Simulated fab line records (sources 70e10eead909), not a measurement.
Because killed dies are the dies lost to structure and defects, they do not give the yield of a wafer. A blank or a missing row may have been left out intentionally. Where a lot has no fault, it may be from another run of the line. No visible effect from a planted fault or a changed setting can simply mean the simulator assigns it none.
Which tool did it? / flow nand-harc / 7 lots, 20 wafers sampled, at 2 steps of a route of 1159

WHAT EACH GAUGE READ, for each wafer
NHARC_A_ONON_D1_THK_MEAS_18: measures by ellipsometry.
lot=L331; measured=day 8 04:35; on=film-metro-01; thk-nm (nm)=983 981 982
lot=L332; measured=day 9 01:39; on=film-metro-01; thk-nm (nm)=1012 1011 1011
lot=L336; measured=day 9 17:26; on=film-metro-01; thk-nm (nm)=1010 692
lot=L345; measured=day 12 00:53; on=film-metro-02; thk-nm (nm)=987 987 987
lot=L347; measured=day 12 16:32; on=film-metro-01; thk-nm (nm)=1016 1016 1015
lot=L348; measured=day 12 16:32; on=film-metro-02; thk-nm (nm)=994 995 995
lot=L351; measured=day 13 12:52; on=film-metro-02; thk-nm (nm)=1000 999 999

TOOL THAT RAN EACH LOT (tool first, then ch and the chambers of the sampled wafers, then the start)
lot=L331; NHARC_A_ONON_D1_DEP_16=pecvd-onon-03 ch 0, day 8 04:05
lot=L332; NHARC_A_ONON_D1_DEP_16=pecvd-onon-02 ch 0, day 9 01:08
lot=L336; NHARC_A_ONON_D1_DEP_16=pecvd-onon-03 ch 0, day 9 17:08
lot=L345; NHARC_A_ONON_D1_DEP_16=pecvd-onon-02 ch 0, day 12 00:23
lot=L347; NHARC_A_ONON_D1_DEP_16=pecvd-onon-04 ch 0, day 12 16:02
lot=L348; NHARC_A_ONON_D1_DEP_16=pecvd-onon-03 ch 0, day 12 16:08
lot=L351; NHARC_A_ONON_D1_DEP_16=pecvd-onon-03 ch 0, day 13 12:21
- NHARC_A_ONON_D1_DEP_16: target thk 1000 nm.

THE ANSWER, worked out from the rows above alone
Rule: what is usual is taken from the lots themselves. The widest of any qualifying gaps counts: lots, ordered by their means at a reading, are off when they make up no more than a third of the lots, leave a main group of 4 or more, and stand apart from it by 3 or more times the standard deviation of that group's means. Not used: any main group whose means are identical at the precision the tables above print for the reading. A lot without any number at a reading at which 4 lots or more have one is off too. Any other lot the step has rows for is counted as sound.
Off: L336, at NHARC_A_ONON_D1_THK_MEAS_18 (thk-nm). For the main group the mean is 998 nm and the standard deviation 12.
A tool fits if, at a process step before that reading, it ran every lot that is off, and no sound lot after the first of them. The gauges at NHARC_A_ONON_D1_THK_MEAS_18 are tried like those tools. No candidate that was tried fits.

WHAT THE SIMULATOR HAD INSERTED
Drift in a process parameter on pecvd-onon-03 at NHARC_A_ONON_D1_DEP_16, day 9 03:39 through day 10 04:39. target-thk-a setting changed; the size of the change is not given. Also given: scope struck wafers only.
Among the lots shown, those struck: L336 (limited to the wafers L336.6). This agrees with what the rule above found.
